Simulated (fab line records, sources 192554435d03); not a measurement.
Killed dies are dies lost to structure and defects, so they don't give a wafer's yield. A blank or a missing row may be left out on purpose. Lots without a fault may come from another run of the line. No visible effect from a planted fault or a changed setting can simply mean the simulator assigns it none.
fab line records	flow n5-finfet
[record] lots = 12	wafers = 33	last-day = 20
route steps=1938 shown FIN_SAQP@137 FIN_CUT@164
lots with no fault: from the same line, run without faults
start-h: the number of hours between the record's first day and the start of the first shown wafer of the lot	wait-h: time in hours since the lot's previous step	" as in the row above	L1.1+2: a single row standing in for several wafers	- no value, or no start given	* or withheld: withheld	< > ~ a bound
route shown NAME@n: NAME is a module with steps in the file, n the number in the route of the first one	usual: mean/standard deviation of fault-free wafers	same: alike in all rows	chamber/n: place in a boat	sites: readings site by site	_std_site: standard deviation across them	_edge_site: inner sites' mean taken away from outer sites' mean	radius-mm: how far each site lies from the wafer's centre	mask NAME#n: copy n	behind: the most recent tool/chamber to have shaped the wafer	hold: cause of the lot's hold/its duration in hours/its outcome	device: which transistor (n, p or np) failed to switch	end of line: at the end of the route, the tests of the same wafers	step lacking rows: just its recipe	killed: the dies lost at the first sort to structure and to defects; this is not the yield of the wafer	map: dies across one wafer; x = killed, . = not, _ = none there
set.NAME: the setting the step ran with; set.NAME@STEP: the setting that earlier step ran with	model.NAME: the simulator's own value behind a step, which no gauge read
one table for each step of the route and one row for each wafer, over a sample of lots
services: the hour from which a tool's chamber was out of use, counted from the record's first day as start-h (under 0 if before that day), plus the number of hours and why
[[steps]]
[step N5_FIN_SAQP_RECESS_71]
[recipe] chemistry = HF/NH3	target = SiO2	target-depth-a = 30	afs-cycles = 1	temp-c = 30	sublimation-temp-c = 180	sublimation-time-s = 60
[usual] drypump-motor-current-A = 5.6/0.34
lot.wafer	tool	chamber	start-h	wait-h	drypump-motor-current-A
L544.2	vapor-etch-02	1	27.25	0.0	5.1
L544.3	"	0	"	"	5.6
L544.5	"	0	"	"	5.6
L545.3	vapor-etch-01	0	31.49	0.1	6.0
L545.5	"	0	"	"	6.0
L545.6	"	1	"	"	5.9
L550.1	vapor-etch-01	1	60.75	0.0	5.9
L550.6	"	0	"	"	5.9
L552.2	vapor-etch-02	1	73.78	0.0	5.1
L552.4	"	1	"	"	5.1
L555.2	vapor-etch-01	1	90.90	0.0	5.9
L555.4	"	0	"	"	6.0
L560.1	vapor-etch-01	0	120.51	0.0	6.0
L560.3	"	0	"	"	6.0
L560.5	"	0	"	"	6.0
L561.1	vapor-etch-02	0	128.33	0.0	5.6
L561.4	"	0	"	"	5.6
L561.5	"	0	"	"	5.6
L562.1	vapor-etch-02	1	133.40	0.0	5.1
L562.3	"	0	"	"	5.6
L562.5	"	0	"	"	5.6
L564.4	vapor-etch-02	1	145.68	0.1	5.1
L564.5	"	0	"	"	5.6
L564.6	"	1	"	"	5.1
L565.2	vapor-etch-02	1	150.53	0.0	5.1
L565.4	"	0	"	"	5.6
L565.5	"	0	"	"	5.6
L566.2	vapor-etch-02	0	158.68	0.0	5.6
L566.3	"	0	"	"	5.6
L566.4	"	1	"	"	5.1
L567.1	vapor-etch-01	1	162.95	0.0	5.9
L567.4	"	0	"	"	6.0
L567.6	"	0	"	"	5.9
[step N5_FIN_SAQP_ETCH_34]
[recipe] chemistry = C4F6/O2	target = SiO2	target-depth-a = 450	time-s = 15	ion-energy-ev = 250	pressure-mtorr = 30	source-w = 345	bias-w = 185	Ar_flow_sccm = 300	C4F6_flow_sccm = 10	O2_flow_sccm = 10	ends = cleared
[usual] drypump-motor-current-A = 5.6/0.41	etch-rf-on-time-s = 14.95/0.28	oes-product-au = 0.66/0.048	rf-vpp-V = 669/19	showerhead-plenum-p-Torr = 2.84/0.1	throttle-valve-pct = 21.11/0.26
lot.wafer	tool	chamber	start-h	wait-h	drypump-motor-current-A	etch-rf-on-time-s	oes-product-au	rf-hours-counter-h	rf-vpp-V	showerhead-plenum-p-Torr	throttle-valve-pct
L544.2	rie-diel-04	1	28.03	0.0	6.2	14.92	0.67	126	656	2.76	21.28
L544.3	"	0	"	"	5.8	14.52	0.71	79	702	2.87	20.54
L544.5	"	0	"	"	5.8	14.67	0.72	-	702	2.87	20.54
L545.3	rie-diel-04	0	32.90	0.0	5.8	14.89	0.70	81	701	2.87	20.53
L545.5	"	3	"	"	5.5	14.71	0.71	-	641	2.75	20.96
L545.6	"	2	"	"	5.6	14.99	0.59	-	666	2.95	21.76
L550.1	rie-diel-04	3	61.55	0.0	5.5	14.62	0.70	107	641	2.75	20.97
L550.6	"	0	"	"	5.8	14.79	0.69	-	701	2.86	20.56
L552.2	rie-diel-05	3	74.56	0.0	5.5	15.52	0.60	197	658	2.74	21.08
L552.4	"	2	"	"	5.3	15.35	0.62	183	675	2.98	21.25
L555.2	rie-diel-01	0	92.15	0.0	6.3	14.90	0.61	204	655	2.95	21.29
L555.4	"	3	"	"	5.1	15.26	0.68	107	674	2.74	21.07
L560.1	rie-diel-01	2	121.29	0.0	5.1	15.05	0.62	188	655	2.84	21.26
L560.3	"	1	"	"	5.8	15.05	0.70	92	707	3.02	20.95
L560.5	"	3	"	"	5.1	15.30	0.67	-	674	2.74	21.09
L561.1	rie-diel-01	0	129.21	0.0	6.3	14.62	0.60	218	654	2.94	21.30
L561.4	"	2	"	"	5.1	14.79	0.62	191	655	2.84	21.25
L561.5	"	2	"	"	5.1	14.80	0.62	-	654	2.84	21.27
L562.1	rie-diel-05	2	134.18	0.0	5.2	15.21	0.61	201	671	2.97	21.28
L562.3	"	3	"	"	5.5	15.58	0.58	215	657	2.73	21.10
L562.5	"	1	"	"	6.2	14.70	0.68	-	666	2.85	21.34
L564.4	rie-diel-04	1	146.66	0.0	6.1	15.17	0.64	169	657	2.74	21.36
L564.5	"	3	"	"	5.5	14.70	0.68	-	642	2.73	21.03
L564.6	"	0	"	"	5.8	14.65	0.67	-	700	2.85	20.60
L565.2	rie-diel-05	3	151.31	0.0	5.4	15.48	0.58	220	656	2.73	21.13
L565.4	"	2	"	"	5.3	15.24	0.60	208	672	2.97	21.29
L565.5	"	0	"	"	5.1	14.76	0.64	-	663	2.72	20.89
L566.2	rie-diel-01	1	159.88	0.0	5.8	14.96	0.69	102	707	3.02	20.96
L566.3	"	3	"	"	5.0	15.19	0.66	129	674	2.73	21.10
L566.4	"	2	"	"	5.1	15.00	0.61	199	655	2.84	21.26
L567.1	rie-diel-05	0	164.04	0.0	5.2	14.81	0.64	182	664	2.72	20.90
L567.4	"	3	"	"	5.4	15.33	0.58	226	658	2.73	21.13
L567.6	"	0	"	"	5.1	14.78	0.64	-	664	2.72	20.89
[step N5_FIN_CUT_OVL_MEAS_09]
[recipe] points-per-wafer = 522
[usual] FIN_CUT_OVL = -0.1/0.62
lot.wafer	tool	chamber	start-h	wait-h	FIN_CUT_OVL[nm]
L544.2	overlay-02	0	28.96	0.0	0.3
L544.3	"	0	"	"	-0.1
L544.5	"	0	"	"	0.6
L545.3	overlay-01	0	33.83	0.0	0.4
L545.5	"	0	"	"	0.2
L545.6	"	0	"	"	0.1
L550.1	overlay-01	0	62.47	0.0	0.1
L550.6	"	0	"	"	-0.7
L552.2	overlay-02	0	75.50	0.0	0.2
L552.4	"	0	"	"	0.6
L555.2	overlay-02	0	92.99	0.0	-0.8
L555.4	"	0	"	"	-0.5
L560.1	overlay-01	0	122.09	0.0	0.9
L560.3	"	0	"	"	0.5
L560.5	"	0	"	"	-1.0
L561.1	overlay-02	0	130.01	0.0	-0.6
L561.4	"	0	"	"	0.0
L561.5	"	0	"	"	0.6
L562.1	overlay-02	0	135.11	0.0	-0.8
L562.3	"	0	"	"	-1.1
L562.5	"	0	"	"	-1.3
L564.4	overlay-01	0	147.50	0.1	-0.8
L564.5	"	0	"	"	0.3
L564.6	"	0	"	"	0.1
L565.2	overlay-01	0	152.24	0.0	0.8
L565.4	"	0	"	"	0.4
L565.5	"	0	"	"	0.1
L566.2	overlay-02	0	160.81	0.0	0.3
L566.3	"	0	"	"	-1.5
L566.4	"	0	"	"	-0.2
L567.1	overlay-02	0	164.84	0.0	0.7
L567.4	"	0	"	"	0.1
L567.6	"	0	"	"	-0.3
[step N5_FIN_CUT_ETCH_30]
[recipe] chemistry = N2/H2	target = underlayer	target-depth-a = 130	mask-material = CAR-EUV	time-s = 10.4	ion-energy-ev = 200	pressure-mtorr = 30	source-w = 840	bias-w = 150	n2-flow-sccm = 200	h2-flow-sccm = 200	ends = cleared
[usual] drypump-motor-current-A = 5.6/0.43	etch-rf-on-time-s = 10.4/0.43	oes-product-au = 0.68/0.062	rf-vpp-V = 524.6/2.5	showerhead-plenum-p-Torr = 2.57/0.088	throttle-valve-pct = 17.86/0.23
lot.wafer	tool	chamber	start-h	wait-h	drypump-motor-current-A	etch-rf-on-time-s	oes-product-au	rf-hours-counter-h	rf-vpp-V	showerhead-plenum-p-Torr	throttle-valve-pct
L544.2	rie-diel-03	1	29.09	0.0	6.5	10.4	0.69	111	524.1	2.55	17.67
L544.3	"	2	"	"	5.4	9.9	0.63	172	526.7	2.63	17.86
L544.5	"	0	"	"	6.0	10.6	0.58	-	526.9	2.65	18.39
L545.3	rie-diel-03	2	33.95	0.0	5.4	10.0	0.62	173	526.1	2.63	17.83
L545.5	"	3	"	"	4.9	10.2	0.68	-	528.1	2.66	18.17
L545.6	"	0	"	"	6.0	10.8	0.58	-	526.1	2.64	18.43
L550.1	rie-diel-03	3	62.81	0.0	4.9	10.4	0.66	142	525.6	2.66	18.20
L550.6	"	1	"	"	6.4	13.0	0.61	-	524.2	2.55	17.68
L552.2	rie-diel-03	2	75.62	0.0	5.4	12.5	0.55	187	526.7	2.62	17.85
L552.4	"	1	"	"	6.5	10.6	0.67	127	524.3	2.55	17.70
L555.2	rie-diel-03	2	93.12	0.0	5.4	12.6	0.55	192	526.7	2.62	17.86
L555.4	"	1	"	"	6.4	10.5	0.68	132	524.6	2.54	17.71
L560.1	rie-diel-02	1	122.22	0.0	5.4	9.8	0.76	47	527.0	2.69	17.54
L560.3	"	2	"	"	5.6	10.0	0.67	162	522.3	2.52	17.81
L560.5	"	1	"	"	5.5	9.9	0.76	-	527.7	2.68	17.52
L561.1	rie-diel-02	1	130.14	0.0	5.4	9.7	0.76	49	528.8	2.68	17.52
L561.4	"	0	"	"	5.5	10.8	0.69	85	522.6	2.48	17.83
L561.5	"	2	"	"	5.6	9.8	0.66	-	524.6	2.52	17.82
L562.1	rie-diel-02	0	135.23	0.0	5.5	10.8	0.69	87	521.5	2.48	17.82
L562.3	"	3	"	"	5.7	11.0	0.62	184	519.2	2.41	17.89
L562.5	"	1	"	"	5.4	9.6	0.77	-	527.7	2.68	17.53
L564.4	rie-diel-03	3	147.61	0.0	4.9	10.2	0.65	167	527.1	2.64	18.24
L564.5	"	2	"	"	5.4	10.2	0.60	-	527.9	2.61	17.91
L564.6	"	1	"	"	6.4	10.5	0.66	-	525.1	2.54	17.73
L565.2	rie-diel-03	3	152.53	0.0	4.9	10.1	0.65	169	526.4	2.64	18.22
L565.4	"	2	"	"	5.4	10.3	0.60	210	527.5	2.61	17.89
L565.5	"	2	"	"	5.4	10.2	0.60	-	526.4	2.61	17.91
L566.2	rie-diel-06	1	160.93	0.0	5.4	10.4	0.73	58	525.0	2.56	17.63
L566.3	"	2	"	"	5.9	10.6	0.68	99	519.0	2.37	17.91
L566.4	"	3	"	"	5.8	10.3	0.61	193	524.2	2.52	17.94
L567.1	rie-diel-02	0	164.97	0.0	5.5	10.8	0.68	95	520.4	2.48	17.85
L567.4	"	0	"	"	5.5	10.8	0.68	-	521.3	2.48	17.83
L567.6	"	3	"	"	5.7	11.3	0.61	-	519.7	2.41	17.89
[[services]]
tool	chamber	start-h	hours	kind
rie-diel-02	1	6.16	3.1	repair
rie-diel-03	3	22.47	5.6	repair
rie-diel-03	-	24.05	0.2	repair
rie-diel-03	0	40.63	-	clean
rie-diel-03	0	40.63	-	consumable-replace:focus-ring
rie-diel-03	0	40.63	23.0	scheduled-down
rie-diel-03	0	40.63	23.0	vent-cycle
vapor-etch-01	-	43.57	2.8	pm
rie-diel-06	-	46.09	0.8	repair
vapor-etch-01	-	51.16	3.3	repair
rie-diel-04	2	60.97	-	clean
rie-diel-04	2	60.97	-	consumable-replace:focus-ring
rie-diel-04	2	60.97	17.9	scheduled-down
rie-diel-04	2	60.97	17.9	vent-cycle
vapor-etch-01	1	63.01	2.8	repair
rie-diel-06	0	92.05	-	clean
rie-diel-06	0	92.05	-	consumable-replace:focus-ring
rie-diel-02	2	105.66	4.1	repair
rie-diel-02	0	109.46	16.2	repair
rie-diel-02	3	114.40	6.5	repair
rie-diel-03	1	114.46	10.7	repair
rie-diel-03	3	139.89	3.5	repair
rie-diel-02	2	162.48	6.6	repair
rie-diel-06	3	163.11	4.1	repair
[[key]]
[first-sign] step = N5_FIN_CUT_ETCH_30	reading = etch-rf-on-time-s	direction = up	sigmas = 5.3	usual = *	struck = *
effect none on later readings
met-at N5_FIN_CUT_ETCH_30
struck-lots L550,L552,L555
struck-wafers L550.6,L552.2,L555.2
tester-left-out L550,L552,L555
not-acting-at N5_FIN_SAQP_RECESS_71,N5_FIN_SAQP_ETCH_34,N5_FIN_CUT_OVL_MEAS_09
onset-between 33.95 62.81
[fault] kind = process-parameter-drift	tool = rie-diel-03	chamber = -	onset-h = 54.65	steps = N5_FIN_CUT_ETCH_30	channel = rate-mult	offset = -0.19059	shape = step	end-h = 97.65	scope = struck-wafers-only
// tester-left-out: of these lots the tester's yield and bins aren't shown, on N5 and GAA mostly nor the transistor test; their killed dies are dies lost to structure and defects alone, not to doping, threshold or leakage, so they don't give the yield
